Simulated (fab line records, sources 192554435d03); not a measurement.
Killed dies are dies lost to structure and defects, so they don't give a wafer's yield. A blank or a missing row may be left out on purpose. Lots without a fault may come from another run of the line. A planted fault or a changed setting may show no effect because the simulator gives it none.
Which tool did it? | flow n5_finfet | 11 lots, 33 wafers sampled, at 4 steps of a route of 1938

WHAT THE GAUGES READ, wafer by wafer
The record holds no reading of a measuring or inspecting step that can be judged against a usual standard deviation.

WHICH TOOL RAN EACH LOT (tool, then ch and the chambers of the sampled wafers, then the start)
lot  | N5_PMOS_HMC_CHANNEL_EPI_EPI_20 | N5_MIM_TOP_ETCH_STRIP_01           | N5_MIM_BOT_ETCH_ETCH_04            | N5_PASSIVATION_PROBE_49
L720 | epi_rpcvd-01 ch 0, day 1 18:28 | rie_diel-04 ch 0,1,3, day 12 23:44 | rie_diel-05 ch 1,2, day 13 00:55   | -
L721 | epi_rpcvd-04 ch 0, day 2 00:22 | rie_diel-02 ch 0,3, day 13 10:10   | rie_diel-05 ch 1,2,3, day 13 10:44 | -
L722 | epi_rpcvd-01 ch 0, day 2 06:30 | rie_diel-02 ch 2,3, day 13 07:54   | rie_diel-05 ch 0,1,3, day 13 08:33 | -
L723 | epi_rpcvd-03 ch 0, day 2 12:07 | rie_diel-02 ch 0,2,3, day 13 23:01 | rie_diel-01 ch 1,3, day 14 00:03   | -
L724 | epi_rpcvd-04 ch 0, day 2 18:40 | rie_diel-03 ch 0,3, day 13 17:39   | rie_diel-01 ch 0,1,2, day 13 18:13 | -
L728 | epi_rpcvd-01 ch 0, day 3 19:02 | rie_diel-04 ch 0,2,3, day 14 23:13 | rie_diel-01 ch 0,2, day 14 23:47   | -
L729 | epi_rpcvd-04 ch 0, day 4 01:05 | rie_diel-03 ch 1,3, day 15 02:28   | rie_diel-01 ch 0,2, day 15 03:02   | -
L730 | epi_rpcvd-01 ch 0, day 4 06:13 | rie_diel-03 ch 2,3, day 14 22:26   | rie_diel-05 ch 0,1,2, day 14 23:08 | -
L731 | epi_rpcvd-01 ch 0, day 4 12:33 | rie_diel-02 ch 0,3, day 16 19:29   | rie_diel-05 ch 0,1, day 16 20:04   | prober-02, day 17 06:23
L732 | epi_rpcvd-01 ch 0, day 4 19:20 | rie_diel-03 ch 0,1, day 16 01:34   | rie_diel-06 ch 1,2,3, day 16 02:23 | prober-02, day 16 12:26
L734 | epi_rpcvd-01 ch 0, day 5 06:58 | rie_diel-03 ch 0,1,3, day 16 08:59 | rie_diel-05 ch 2,3, day 16 09:41   | prober-01, day 16 18:26
- N5_PMOS_HMC_CHANNEL_EPI_EPI_20: deposits SiGe30, target thk 59 nm.
- N5_MIM_TOP_ETCH_STRIP_01: strips in O2.
- N5_MIM_BOT_ETCH_ETCH_04: etches SiNx in CF4/O2, target depth 26 nm, time 13 s.
- N5_PASSIVATION_PROBE_49

WHAT THE TOOLS THEMSELVES READ (means of the sampled wafers that have a number; where no wafer has one, the mark that the record gives instead)
N5_PMOS_HMC_CHANNEL_EPI_EPI_20. Usual: lamp_inner_pct 12.5 %, standard deviation 1.1.
lot  | tool         | lamp_inner_pct (%) | flag
L720 | epi_rpcvd-01 | 11.6               |
L721 | epi_rpcvd-04 | 12.3               |
L722 | epi_rpcvd-01 | 11.6               |
L723 | epi_rpcvd-03 | 14.5               |
L724 | epi_rpcvd-04 | 12.3               |
L728 | epi_rpcvd-01 | 11.6               |
L729 | epi_rpcvd-04 | 12.3               |
L730 | epi_rpcvd-01 | 11.6               |
L731 | epi_rpcvd-01 | 11.6               |
L732 | epi_rpcvd-01 | 11.7               |
L734 | epi_rpcvd-01 | 11.6               |

N5_MIM_TOP_ETCH_STRIP_01. Usual: drypump_motor_current_A 5.8 A, standard deviation 0.58; o2_flow_sccm 225.1 sccm, standard deviation 0.7; oes_product_au 0.82 a.u., standard deviation 0.1; rf_vpp_V 3.5 V, standard deviation 1.3; showerhead_plenum_p_Torr 2.08 Torr, standard deviation 0.066; throttle_valve_pct 16.56 %, standard deviation 0.27.
lot  | tool        | drypump_motor_current_A (A) | o2_flow_sccm (sccm) | oes_product_au (a.u.) | rf_vpp_V (V) | showerhead_plenum_p_Torr (Torr) | throttle_valve_pct (%) | flag
L720 | rie_diel-04 | 5.8                         | 224.7               | 0.74                  | 4.4          | 2.00                            | 16.54                  |
L721 | rie_diel-02 | 6.3                         | 225.1               | 0.88                  | 3.6          | 2.07                            | 16.45                  |
L722 | rie_diel-02 | 6.0                         | 224.4               | 0.83                  | 4.2          | 2.06                            | 16.34                  |
L723 | rie_diel-02 | 5.7                         | 224.5               | 0.89                  | 2.2          | 2.11                            | 16.57                  |
L724 | rie_diel-03 | 5.6                         | 224.7               | 0.82                  | 3.6          | 2.09                            | 16.54                  |
L728 | rie_diel-04 | 5.8                         | 224.8               | 0.71                  | 4.8          | 2.02                            | 16.61                  |
L729 | rie_diel-03 | 6.1                         | 225.0               | 0.84                  | 4.8          | 2.13                            | 16.19                  |
L730 | rie_diel-03 | 5.7                         | 224.4               | 0.72                  | 2.8          | 2.10                            | 16.72                  |
L731 | rie_diel-02 | 6.1                         | 225.5               | 0.86                  | 4.9          | 2.11                            | 16.72                  |
L732 | rie_diel-03 | 5.5                         | 225.2               | 0.90                  | 3.6          | 2.08                            | 16.48                  |
L734 | rie_diel-03 | 5.7                         | 225.7               | 0.85                  | 3.2          | 2.09                            | 16.43                  |

N5_MIM_BOT_ETCH_ETCH_04. Usual: drypump_motor_current_A 5.8 A, standard deviation 0.56; oes_product_au 0.78 a.u., standard deviation 0.083; rf_vpp_V 239 V, standard deviation 3.8; showerhead_plenum_p_Torr 2.18 Torr, standard deviation 0.071; throttle_valve_pct 15.93 %, standard deviation 0.25.
lot  | tool        | drypump_motor_current_A (A) | oes_product_au (a.u.) | rf_vpp_V (V) | showerhead_plenum_p_Torr (Torr) | throttle_valve_pct (%) | flag
L720 | rie_diel-05 | 5.7                         | 0.78                  | 240          | 2.18                            | 16.05                  |
L721 | rie_diel-05 | 6.1                         | 0.75                  | 238          | 2.14                            | 16.12                  |
L722 | rie_diel-05 | 6.0                         | 0.82                  | 240          | 2.15                            | 16.00                  |
L723 | rie_diel-01 | 5.7                         | 0.83                  | 237          | 2.22                            | 15.87                  |
L724 | rie_diel-01 | 6.1                         | 0.77                  | 241          | 2.23                            | 15.98                  |
L728 | rie_diel-01 | 6.5                         | 0.77                  | 241          | 2.23                            | 15.91                  |
L729 | rie_diel-01 | 6.5                         | 0.76                  | 241          | 2.23                            | 15.91                  |
L730 | rie_diel-05 | 5.6                         | 0.82                  | 243          | 2.19                            | 15.95                  |
L731 | rie_diel-05 | 5.7                         | 0.81                  | 240          | 2.16                            | 16.00                  |
L732 | rie_diel-06 | 5.3                         | 0.77                  | 239          | 2.15                            | 15.81                  |
L734 | rie_diel-05 | 6.3                         | 0.88                  | 238          | 2.29                            | 15.87                  |

N5_PASSIVATION_PROBE_49. Usual: defect_limited_yield 91.4 %, standard deviation 1.4; killed_at_M0_to_M3 33, standard deviation 11; killed_at_M4_up 13, standard deviation 5.3; killed_at_contacts 13, standard deviation 6.1; killed_at_front_end 40, standard deviation 11; killed_at_other 2.9, standard deviation 2.7; killed_dies 102, standard deviation 17; killed_on_rim 14, standard deviation 4.2; killed_open 68, standard deviation 13; killed_short 32, standard deviation 7.5; sort_bin_5_function 5.1 %, standard deviation 0.98; sort_bin_6_memory 3.2 %, standard deviation 0.69; sort_bin_8_speed 0.1 %, standard deviation 1.1; sort_n_pass 1077, standard deviation 21; sort_yield_pct 91.3 %, standard deviation 1.7.
lot  | tool      | defect_limited_yield (%) | killed_at_M0_to_M3 | killed_at_M4_up | killed_at_contacts | killed_at_front_end | killed_at_other | killed_dies | killed_on_rim | killed_open | killed_short | sort_bin_5_function (%) | sort_bin_6_memory (%) | sort_bin_8_speed (%) | sort_n_pass | sort_yield_pct (%) | flag
L731 | prober-02 | 85.8                     | 32                 | 10              | 11                 | 108                 | 7.3             | 168         | 29            | 63          | 30           | 8.8                     | 4.1                   | 0.0                  | 1012        | 85.8               | OFF
L732 | prober-02 | 86.2                     | 31                 | 18              | 6                  | 106                 | 2.0             | 163         | 26            | 64          | 29           | 9.1                     | 3.6                   | 0.0                  | 1017        | 86.2               | OFF
L734 | prober-01 | 86.8                     | 34                 | 5               | 9                  | 107                 | 0.7             | 156         | 27            | 57          | 25           | 8.3                     | 3.5                   | 0.0                  | 1024        | 86.8               | OFF

THE ANSWER, worked out from the rows above alone
Rule: a lot is off if the mean of its wafers that have a number lies more than 3 standard deviations from the usual mean. A lot without any number at a reading at which 4 lots or more have one is off too. The other lots that the step has rows for count as sound. The gauges are gone through in route order, then the tools' own readings, and for those a lot's mean is taken as printed above. The first step at which some lot is off is used, and at that step the reading that is off furthest; a lot without a number counts as furthest.
Off: L731, L732, L734, at N5_PASSIVATION_PROBE_49 (killed_at_front_end). Neither off nor sound, because the step has no rows for them: L720, L721, L722, L723, L724, L728, L729, L730.
A tool fits if, at that step or a process step before it, it ran every lot that is off, and no sound lot after the first of them. One fits: epi_rpcvd-01 at N5_PMOS_HMC_CHANNEL_EPI_EPI_20. It ran no sound lot before its first lot that is off in this sample, so the start can't be narrowed down.

WHAT THE SIMULATOR HAD PUT IN
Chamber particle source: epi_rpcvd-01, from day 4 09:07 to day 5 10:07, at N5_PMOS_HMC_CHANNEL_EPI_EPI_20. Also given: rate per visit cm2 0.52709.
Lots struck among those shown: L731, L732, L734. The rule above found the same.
